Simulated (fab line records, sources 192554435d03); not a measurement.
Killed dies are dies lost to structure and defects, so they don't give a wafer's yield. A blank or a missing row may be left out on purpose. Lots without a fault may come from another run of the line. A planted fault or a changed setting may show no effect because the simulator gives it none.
fab line records | flow n5_finfet
record lots=5 wafers=15 last_day=21
route steps=1938 shown BEOL_M6@1200 PASSIVATION@1936
lots that met no fault: from a run of the same line without faults
start_h: hours from the record's first day to the start of the lot's first wafer shown | wait_h: hours since the lot's step before | " the same as in the row above | L1.1+2: a row that stands for several wafers | - no value, or no start given | * or withheld: withheld | < > ~ a bound
route shown NAME@n: a module of which the file shows steps, and the number in the route of the first | usual: mean/standard deviation of fault-free wafers | same: alike in all rows | chamber/n: place in a boat | sites: the reading at each site | _std_site: their standard deviation | _edge_site: outer sites' mean less inner sites' | radius_mm: how far each site lies from the wafer's centre | mask NAME#n: copy n | behind: the tool/chamber that last shaped the wafer | hold: why the lot was held/for how many hours/how that ended | device: the transistor (n, p or np) that didn't switch | end of line: the same wafers' tests at the end of the route | a step without rows: its recipe alone | killed: dies lost to structure and defects at the first sort, not the wafer's yield | map: a wafer's dies, x killed, . not, _ none there
set.NAME: the setting as run; set.NAME@STEP: as run at that earlier step | model.NAME: the simulator's own value behind a step, which no gauge read
lots at some steps of the route; a table a step, a row a wafer
services: from which hour (start_h, from the record's first day; less than 0 if before it) a tool's chamber was out of use, for how many hours, and why
## steps
# step N5_BEOL_M6_COAT_60
# recipe resist=SiARC temp_c=220 time_s=60 spin_rpm=1500 resist_thk_nm=35
# step N5_BEOL_M6_COAT_05
# recipe resist=CAR-ArF spin_rpm=1500 resist_thk_nm=90
# step N5_BEOL_M6_EBR_07
# recipe solvent=PGMEA ebr_width_mm=1.5
# step N5_BEOL_M6_SOFTBAKE_06
# recipe temp_c=110 time_s=60 resist=CAR-ArF
# step N5_BEOL_M6_EXPOSE_08
# recipe mask_id=M6 na=1.35 source_shape=dipole sigma_inner=0.817 sigma_outer=0.97 polarization=te dose_mj=68.25
# step N5_BEOL_M6_PEB_09
# recipe peb_temp_c=withheld peb_time_s=60 resist=CAR-ArF
# step N5_BEOL_M6_DEVELOP_10
# recipe develop_time_s=30 developer=TMAH resist=CAR-ArF rinse_liquid=diw dry=air_spin dev_temp_c=23
# step N5_BEOL_M6_CD_MEAS_11
# recipe target_cd_nm=38.5 landing_energy_ev=500 detector=se_inlens polarity=opening
# usual cd_nm=38.7/0.8
# same landing_energy_ev=500
# columns lot.wafer tool chamber start_h wait_h cd_nm
L999.1 cd_sem-03 0 281.49 - 39.8
L999.3 " 0 " " 39.6
L999.4 " 0 " " 39.1
L101.2 cd_sem-01 0 295.19 - 39.9
L101.3 " 0 " " 39.3
L101.5 " 0 " " 39.7
L111.2 cd_sem-03 0 369.03 - 39.3
L111.3 " 0 " " 38.9
L111.4 " 0 " " 40.0
L118.2 cd_sem-01 0 402.15 - 40.0
L118.4 " 0 " " 39.6
L118.5 " 0 " " 38.6
L120.1 cd_sem-01 0 418.16 - 39.4
L120.4 " 0 " " 39.5
L120.5 " 0 " " 39.4
# step N5_BEOL_M6_OVL_MEAS_12
# recipe points_per_wafer=44
# usual M6_OVL=0.1/0.7
# columns lot.wafer tool chamber start_h wait_h M6_OVL[nm]
L999.1 overlay-02 0 281.52 0.0 1.0
L999.3 " 0 " " 1.8
L999.4 " 0 " " 1.7
L101.2 overlay-01 0 295.22 0.0 0.4
L101.3 " 0 " " -0.1
L101.5 " 0 " " 0.3
L111.2 overlay-02 0 369.06 0.0 -1.5
L111.3 " 0 " " -0.6
L111.4 " 0 " " -0.3
L118.2 overlay-02 0 402.18 0.0 0.2
L118.4 " 0 " " 0.1
L118.5 " 0 " " 0.3
L120.1 overlay-01 0 418.19 0.0 0.3
L120.4 " 0 " " 0.8
L120.5 " 0 " " -0.3
# step N5_BEOL_M6_INSPECT_13
# recipe mode=adi inspect_instrument=brightfield
# usual raw_defect_count=412/100
# columns lot.wafer tool chamber start_h wait_h raw_defect_count
L999.1 defect_inspect-02 - 281.54 0.0 319
L999.3 " - " " 387
L999.4 " - " " 429
L101.2 defect_inspect-02 - 295.24 0.0 372
L101.3 " - " " 387
L101.5 " - " " 378
L111.2 defect_inspect-01 - 369.08 0.0 323
L111.3 " - " " 300
L111.4 " - " " 503
L118.2 defect_inspect-02 - 402.20 0.0 274
L118.4 " - " " 301
L118.5 " - " " 319
L120.1 defect_inspect-02 - 418.22 0.0 421
L120.4 " - " " 515
L120.5 " - " " 368
# step N5_BEOL_M6_DESCUM_16
# recipe chemistry=O2 time_s=7.9 source_power_w=50 bias_power_w=20 pressure_mtorr=20 rf_frequency_hz=2.712e+07 temp_c=40 resist=CAR-ArF o2_flow_sccm=225
# usual drypump_motor_current_A=5.9/0.44 oes_product_au=0.81/0.074 rf_fwd_power_W=49.29/0.27 rf_vpp_V=243.6/1.2 showerhead_plenum_p_Torr=2.12/0.063 throttle_valve_pct=20.34/0.17
# columns lot.wafer tool chamber start_h wait_h drypump_motor_current_A oes_product_au rf_fwd_power_W rf_hours_counter_h rf_vpp_V showerhead_plenum_p_Torr throttle_valve_pct
L999.1 rie_diel-05 3 281.72 0.2 6.7 0.83 49.69 62 244.8 2.24 20.46
L999.3 " 2 " " 5.8 0.81 49.40 85 244.0 2.09 20.11
L999.4 " 1 " " 6.2 0.88 49.37 55 245.3 2.22 20.60
L101.2 rie_diel-01 3 295.85 0.6 6.4 0.71 48.66 215 242.9 2.08 20.28
L101.3 " 2 " " 5.5 0.69 49.49 225 243.6 2.05 20.20
L101.5 " 0 " " 6.2 0.77 49.69 - 244.2 2.19 20.34
L111.2 rie_diel-04 0 369.12 0.0 5.1 0.86 49.03 41 242.1 2.04 20.35
L111.3 " 3 " " 5.7 0.92 49.43 22 244.7 2.13 20.13
L111.4 " 1 " " 6.3 0.86 49.20 75 243.0 2.13 20.51
L118.2 rie_diel-05 1 402.27 0.1 6.2 0.81 48.90 105 244.9 2.20 20.68
L118.4 " 0 " " 5.7 0.73 49.33 141 245.9 2.19 20.22
L118.5 " 2 " " 5.8 0.78 49.17 - 244.8 2.07 20.19
L120.1 rie_diel-04 1 418.25 0.0 6.3 0.84 49.20 91 243.2 2.12 20.53
L120.4 " 3 " " 5.7 0.89 49.13 38 244.0 2.12 20.16
L120.5 " 1 " " 6.3 0.84 49.48 - 242.6 2.12 20.54
# step N5_BEOL_M6_ETCH_61
# recipe chemistry=CF4 target=SiARC target_depth_a=455 mask_material=CAR-ArF time_s=75.8 ion_energy_ev=80 pressure_mtorr=40 source_w=545 bias_w=36 Ar_flow_sccm=100 cf4_flow_sccm=100 ends=cleared
# usual bias_w=36.00/0.11 drypump_motor_current_A=5.9/0.43 etch_rf_on_time_s=75.3/2.4 mfc_ar_sccm=100.0/0.33 oes_product_au=0.70/0.07 rf_fwd_power_W=538.7/2.1 rf_vpp_V=184.3/1 showerhead_plenum_p_Torr=2.17/0.057 throttle_valve_pct=15.51/0.13
# columns lot.wafer tool chamber start_h wait_h bias_w drypump_motor_current_A etch_rf_on_time_s mfc_ar_sccm oes_product_au rf_fwd_power_W rf_hours_counter_h rf_vpp_V showerhead_plenum_p_Torr throttle_valve_pct
L999.1 rie_diel-05 3 281.75 0.0 36.08 6.7 73.6 100.5 0.72 538.5 62 186.5 2.25 15.36
L999.3 " 2 " " 36.11 5.8 77.4 99.8 0.69 540.3 85 182.8 2.16 15.49
L999.4 " 1 " " 36.12 6.2 73.6 100.3 0.74 538.1 55 185.6 2.26 15.66
L101.2 rie_diel-01 3 295.89 0.0 35.89 6.4 79.8 100.1 0.59 534.8 215 185.1 2.11 15.49
L101.3 " 2 " " 36.19 5.5 76.1 99.7 0.60 540.7 225 183.3 2.12 15.60
L101.5 " 0 " " 35.85 6.2 78.0 99.9 0.66 540.4 - 184.2 2.24 15.57
L111.2 rie_diel-04 0 369.15 0.0 36.00 5.1 74.2 100.0 0.75 538.2 41 183.5 2.08 15.49
L111.3 " 3 " " 36.18 5.7 70.5 100.3 0.82 540.8 22 183.4 2.17 15.26
L111.4 " 1 " " 36.04 6.3 75.7 100.2 0.73 537.3 75 184.7 2.16 15.60
L118.2 rie_diel-05 1 402.31 0.0 35.74 6.2 75.6 99.8 0.68 537.0 105 184.9 2.25 15.76
L118.4 " 0 " " 35.93 5.7 73.4 99.4 0.64 539.6 141 186.0 2.22 15.42
L118.5 " 2 " " 35.88 5.7 78.1 100.1 0.66 538.6 - 185.4 2.15 15.59
L120.1 rie_diel-04 1 418.29 0.0 36.26 6.3 75.9 100.5 0.71 540.0 91 184.0 2.16 15.62
L120.4 " 3 " " 36.08 5.6 70.9 100.0 0.79 539.4 38 184.4 2.16 15.30
L120.5 " 1 " " 36.10 6.3 75.9 100.4 0.71 540.6 - 182.8 2.16 15.62
# step N5_BEOL_M6_ETCH_62
# recipe chemistry=N2/H2 target=SOC target_depth_a=1100 overetch_a=220 mask_material=SiARC temp_c=40 time_s=165 ion_energy_ev=200 pressure_mtorr=30 source_w=840 bias_w=150 n2_flow_sccm=200 h2_flow_sccm=200
# usual bias_w=150.0/0.41 drypump_motor_current_A=5.9/0.43 oes_product_au=0.69/0.06 rf_fwd_power_W=836.6/2.8 rf_vpp_V=524.8/2.1 showerhead_plenum_p_Torr=2.58/0.073 throttle_valve_pct=17.78/0.24
# columns lot.wafer tool chamber start_h wait_h bias_w drypump_motor_current_A oes_product_au rf_fwd_power_W rf_hours_counter_h rf_vpp_V showerhead_plenum_p_Torr throttle_valve_pct model.SiARC_of_BEOL_M6_COAT_60.thk_nm
L999.1 rie_diel-05 3 281.81 0.0 150.5 6.7 0.70 839.6 62 528.3 2.67 17.49 28.2
L999.3 " 2 " " 150.3 5.8 0.69 831.5 85 524.2 2.58 17.77 28.6
L999.4 " 1 " " 149.8 6.2 0.71 836.5 55 527.6 2.71 18.11 28
L101.2 rie_diel-01 3 295.94 0.0 149.5 6.5 0.60 832.9 215 523.5 2.51 17.66 29
L101.3 " 2 " " 149.4 5.6 0.59 834.2 225 523.6 2.52 17.79 28.4
L101.5 " 0 " " 150.1 6.2 0.66 836.5 - 526.3 2.70 18.08 25
L111.2 rie_diel-04 0 369.21 0.0 149.6 5.1 0.74 837.7 41 522.3 2.49 17.81 28.6
L111.3 " 3 " " 150.2 5.7 0.78 837.4 22 525.0 2.59 17.52 27.6
L111.4 " 1 " " 150.4 6.3 0.72 840.7 75 523.8 2.59 18.10 28.8
L118.2 rie_diel-05 1 402.36 0.0 150.4 6.2 0.68 835.6 105 526.8 2.68 18.19 28
L118.4 " 0 " " 149.8 5.7 0.62 837.7 141 527.6 2.63 17.44 28.4
L118.5 " 2 " " 149.5 5.8 0.66 839.4 - 524.2 2.56 17.85 28.6
L120.1 rie_diel-04 1 418.34 0.0 149.6 6.3 0.71 836.8 91 524.9 2.59 18.14 28.6
L120.4 " 3 " " 149.9 5.7 0.75 836.7 38 524.4 2.58 17.57 27.6
L120.5 " 1 " " 149.8 6.3 0.71 834.0 - 524.5 2.59 18.13 28.6
# step N5_BEOL_M6_STRIP_68
# recipe chemistry=N2/H2 temp_c=40 n2_flow_sccm=200 h2_flow_sccm=200 rf_frequency_hz=6e+07
# step N5_BEOL_M6_STRIP_67
# recipe chemistry=CF4 resist=SiARC power_w=300 bias_power_w=75 pressure_mtorr=50 cf4_flow_sccm=150 rf_frequency_hz=6e+07
# usual drypump_motor_current_A=5.9/0.43 oes_product_au=0.81/0.07 rf_vpp_V=271.7/1.3 showerhead_plenum_p_Torr=1.82/0.04 throttle_valve_pct=13.49/0.14
# columns lot.wafer tool chamber start_h wait_h drypump_motor_current_A oes_product_au rf_hours_counter_h rf_vpp_V showerhead_plenum_p_Torr throttle_valve_pct
L999.1 rie_diel-05 3 281.96 0.0 6.7 0.83 62 272.7 1.86 13.26
L999.3 " 2 " " 5.7 0.82 85 272.3 1.83 13.50
L999.4 " 1 " " 6.2 0.85 55 272.4 1.90 13.59
L101.2 rie_diel-01 3 296.09 0.0 6.4 0.71 215 271.4 1.77 13.52
L101.3 " 2 " " 5.5 0.70 225 271.4 1.77 13.62
L101.5 " 0 " " 6.2 0.78 - 272.8 1.86 13.49
L111.2 rie_diel-04 0 369.35 0.0 5.1 0.87 41 271.3 1.76 13.53
L111.3 " 3 " " 5.6 0.91 22 272.9 1.82 13.26
L111.4 " 1 " " 6.3 0.84 75 272.4 1.79 13.47
L118.2 rie_diel-05 1 402.51 0.0 6.2 0.79 106 272.5 1.89 13.73
L118.4 " 0 " " 5.7 0.74 141 271.0 1.85 13.37
L118.5 " 2 " " 5.7 0.77 - 271.6 1.81 13.58
L120.1 rie_diel-04 1 418.49 0.0 6.2 0.83 92 271.4 1.79 13.52
L120.4 " 3 " " 5.6 0.88 38 270.8 1.82 13.29
L120.5 " 1 " " 6.3 0.83 - 271.3 1.79 13.51
# step N5_BEOL_M6_HM_OPEN_17
# recipe chemistry=Cl2/BCl3 target_depth_a=200 overetch_a=60 target=TiN mask_material=SOC ion_energy_ev=150 pressure_mtorr=10 icp_w=1000 bias_w=126 Cl2_flow_sccm=53.25 bcl3_flow_sccm=21.75 Ar_flow_sccm=25
# usual bias_w=126.0/0.39 drypump_motor_current_A=6.0/0.45 mfc_ar_sccm=25.00/0.082 oes_ar_750_au=0.76/0.074 oes_product_au=0.65/0.07 rf_fwd_power_W=994/3.2 throttle_valve_pct=21.9/0.32
# columns lot.wafer tool chamber start_h wait_h bias_w drypump_motor_current_A mfc_ar_sccm oes_ar_750_au oes_product_au rf_fwd_power_W rf_hours_counter_h throttle_valve_pct
L999.1 rie_metal-02 1 282.00 0.0 125.4 5.4 25.04 0.66 0.58 993 102 22.5
L999.3 " 1 " " 125.3 5.4 24.94 0.66 0.58 997 - 22.5
L999.4 " 0 " " 125.7 5.4 25.02 0.78 0.63 995 - 22.1
L101.2 rie_metal-01 1 297.32 1.2 126.7 6.3 24.92 0.71 0.59 994 90 22.0
L101.3 " 1 " " 126.0 6.3 25.02 0.71 0.59 996 - 22.0
L101.5 " 1 " " 126.1 6.3 24.90 0.71 0.58 994 - 22.1
L111.2 rie_metal-02 0 369.42 0.1 125.5 5.4 25.02 0.76 0.63 996 - 22.1
L111.3 " 0 " " 126.4 5.4 25.07 0.75 0.63 996 - 22.1
L111.4 " 0 " " 125.9 5.4 25.13 0.75 0.63 996 - 22.1
L118.2 rie_metal-01 0 402.55 0.0 126.1 6.4 25.11 0.74 0.64 998 52 21.5
L118.4 " 1 " " 125.3 6.3 25.02 0.68 0.58 995 - 22.1
L118.5 " 1 " " 125.8 6.3 24.90 0.68 0.58 995 - 22.1
L120.1 rie_metal-01 0 418.53 0.0 125.9 6.4 24.98 0.74 0.63 998 54 21.5
L120.4 " 0 " " 125.8 6.4 24.93 0.74 0.64 1001 - 21.5
L120.5 " 0 " " 125.7 6.4 24.96 0.74 0.63 996 - 21.5
# step N5_BEOL_M6_STRIP_19
# recipe chemistry=O2 power_w=400 temp_c=40 pressure_mtorr=30 rf_frequency_hz=6e+07 bias_power_w=0 overash_fraction=0.2 o2_flow_sccm=225
# usual drypump_motor_current_A=5.9/0.42 oes_product_au=0.81/0.073 rf_vpp_V=3.7/0.64 showerhead_plenum_p_Torr=2.13/0.066 throttle_valve_pct=16.58/0.14
# columns lot.wafer tool chamber start_h wait_h drypump_motor_current_A oes_product_au rf_hours_counter_h rf_vpp_V showerhead_plenum_p_Torr throttle_valve_pct
L999.1 rie_diel-01 3 282.22 0.2 6.4 0.72 211 4.8 2.09 16.61
L999.3 " 2 " " 5.5 0.71 220 3.9 2.06 16.56
L999.4 " 2 " " 5.5 0.70 - 4.2 2.06 16.55
L101.2 rie_diel-05 0 297.51 0.2 5.7 0.77 98 3.5 2.20 16.41
L101.3 " 1 " " 6.2 0.86 61 3.8 2.22 16.74
L101.5 " 1 " " 6.2 0.86 - 3.6 2.22 16.74
L111.2 rie_diel-04 2 369.60 0.1 5.7 0.73 167 3.6 2.06 16.48
L111.3 " 1 " " 6.3 0.86 75 3.6 2.13 16.74
L111.4 " 3 " " 5.7 0.92 22 3.8 2.13 16.37
L118.2 rie_diel-04 2 402.68 0.1 5.7 0.72 177 4.1 2.06 16.51
L118.4 " 0 " " 5.1 0.85 51 3.5 2.04 16.62
L118.5 " 3 " " 5.6 0.90 - 3.8 2.13 16.36
L120.1 rie_diel-04 0 418.73 0.2 5.1 0.84 57 3.9 2.04 16.62
L120.4 " 1 " " 6.3 0.83 92 3.5 2.13 16.77
L120.5 " 0 " " 5.1 0.84 - 3.8 2.04 16.63
# step N5_BEOL_M6_CD_MEAS_18
# recipe pitch_nm=80 target_cd_nm=40
# usual cd_nm=40.0/0.91
# columns lot.wafer tool chamber start_h wait_h cd_nm
L999.1 cd_sem-03 - 282.29 0.0 41.2
L999.3 " - " " 40.9
L999.4 " - " " 40.7
L101.2 cd_sem-01 - 297.58 0.1 41.0
L101.3 " - " " 40.8
L101.5 " - " " 43.7
L111.2 cd_sem-02 - 369.67 0.1 41.1
L111.3 " - " " 39.9
L111.4 " - " " 40.8
L118.2 cd_sem-03 - 402.75 0.1 40.6
L118.4 " - " " 41.5
L118.5 " - " " 40.0
L120.1 cd_sem-01 - 418.80 0.0 40.3
L120.4 " - " " 40.9
L120.5 " - " " 39.7
# step N5_BEOL_M6_COAT_63
# recipe resist=SOC temp_c=250 time_s=60 spin_rpm=1500 resist_thk_nm=60
# step N5_PASSIVATION_PROBE_49
# usual defect_limited_yield=91.1/1.4 killed_at_M0_to_M3=34/9.6 killed_at_M4_up=15/5.3 killed_at_contacts=12/6.1 killed_at_front_end=40/11 killed_at_other=3.5/2.8 killed_dies=105/17 killed_on_rim=14/4.3 killed_open=70/12 killed_short=34/7.7 sort_bin_5_function=5.2/0.97 sort_bin_6_memory=3.4/0.62 sort_n_pass=1075/17 sort_yield_pct=91.1/1.4
# same gross_dies=1180 killed_at_back_side=0 sort_bin_4_leakage[%]=0 sort_bin_8_speed[%]=0
# columns lot.wafer tool chamber start_h wait_h defect_limited_yield[%] killed_at_M0_to_M3 killed_at_M4_up killed_at_contacts killed_at_front_end killed_at_other killed_dies killed_on_rim killed_open killed_short sort_bin_5_function[%] sort_bin_6_memory[%] sort_n_pass sort_yield_pct[%]
L101.2 prober-02 - 391.43 0.1 91.1 39 14 19 29 4 105 19 70 35 5.5 3.1 1075 91.1
L101.3 prober-02 - 391.48 0.1 91.9 35 13 10 37 1 96 15 60 35 5.3 2.8 1084 91.9
L101.5 prober-02 - 391.58 0.2 92.7 29 21 7 28 1 86 8 63 23 4.5 2.6 1094 92.7
# killed by level:class
L101.2 BEOL_M1:geometric_particle:open=15 MOL_CONTACT_COAG:geometric_particle:open=12 MOL_CONTACT_COAG:geometric_particle:short=7 BEOL_M0_SAQP:geometric_particle:open=6 STI_FIN_REVEAL:geometric_particle:open=5 BEOL_M0_SAQP:geometric_particle:short=5 BEOL_M3:geometric_particle:open=5 BEOL_M4:geometric_particle:open=5
L101.3 BEOL_M1:geometric_particle:open=16 ILD0:geometric_particle:short=9 MOL_CONTACT_COAG:geometric_particle:open=8 GATE_CUT:geometric_particle:short=6 STI_FIN_REVEAL:geometric_particle:open=5 DUMMY_GATE:geometric_particle:open=5 BEOL_M3:geometric_particle:short=4 BEOL_M0_SAQP:geometric_particle:open=4
L101.5 STI_FIN_REVEAL:geometric_particle:open=11 BEOL_M3:geometric_particle:open=10 MOL_CONTACT_COAG:geometric_particle:open=6 BEOL_M4:geometric_particle:open=6 BEOL_M0_SAQP:geometric_particle:short=5 BEOL_M4:geometric_particle:short=5 DUMMY_GATE:geometric_particle:open=3 BEOL_M0_SAQP:geometric_particle:open=3
## services
# columns tool chamber start_h hours kind
rie_diel-05 0 265.71 1.2 repair
rie_diel-04 3 270.29 - clean
rie_diel-04 3 270.29 - consumable_replace:focus_ring
rie_diel-04 3 270.29 19.2 scheduled_down
rie_diel-04 3 270.29 19.2 vent_cycle
rie_diel-01 1 271.01 14.9 repair
rie_diel-04 - 287.48 28.1 pm
rie_diel-01 1 310.36 2.1 repair
rie_metal-02 1 336.31 18.0 repair
rie_diel-04 2 339.41 7.8 repair
rie_diel-01 2 354.43 - clean
rie_diel-01 2 354.43 - consumable_replace:focus_ring
rie_diel-01 2 354.43 23.2 scheduled_down
rie_diel-01 2 354.43 23.2 vent_cycle
rie_diel-05 0 359.21 8.0 repair
rie_metal-01 - 373.24 0.2 repair
rie_diel-01 3 377.91 - clean
rie_diel-01 3 377.91 - consumable_replace:focus_ring
rie_diel-01 3 377.91 30.8 scheduled_down
rie_diel-01 3 377.91 30.8 vent_cycle
rie_diel-05 - 410.63 0.9 repair
rie_metal-01 1 412.03 - clean
rie_metal-01 1 412.03 22.8 scheduled_down
rie_metal-01 1 412.03 22.8 vent_cycle
## key
first_sign step=N5_BEOL_M6_CD_MEAS_18 reading=cd_nm direction=up sigmas=4 usual=40.0 struck=43.7
effect none on later readings
model_effect step=N5_BEOL_M6_ETCH_62 value=SiARC_of_BEOL_M6_COAT_60.thk_nm without=28.8 struck=25
met_at N5_BEOL_M6_ETCH_62
struck_wafers L101.5
fault kind=process_parameter_drift tool=rie_diel-01 chamber=- onset_h=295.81 steps=N5_BEOL_M6_ETCH_62 channel=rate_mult offset=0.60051 shape=step end_h=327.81 scope=struck_wafers_only
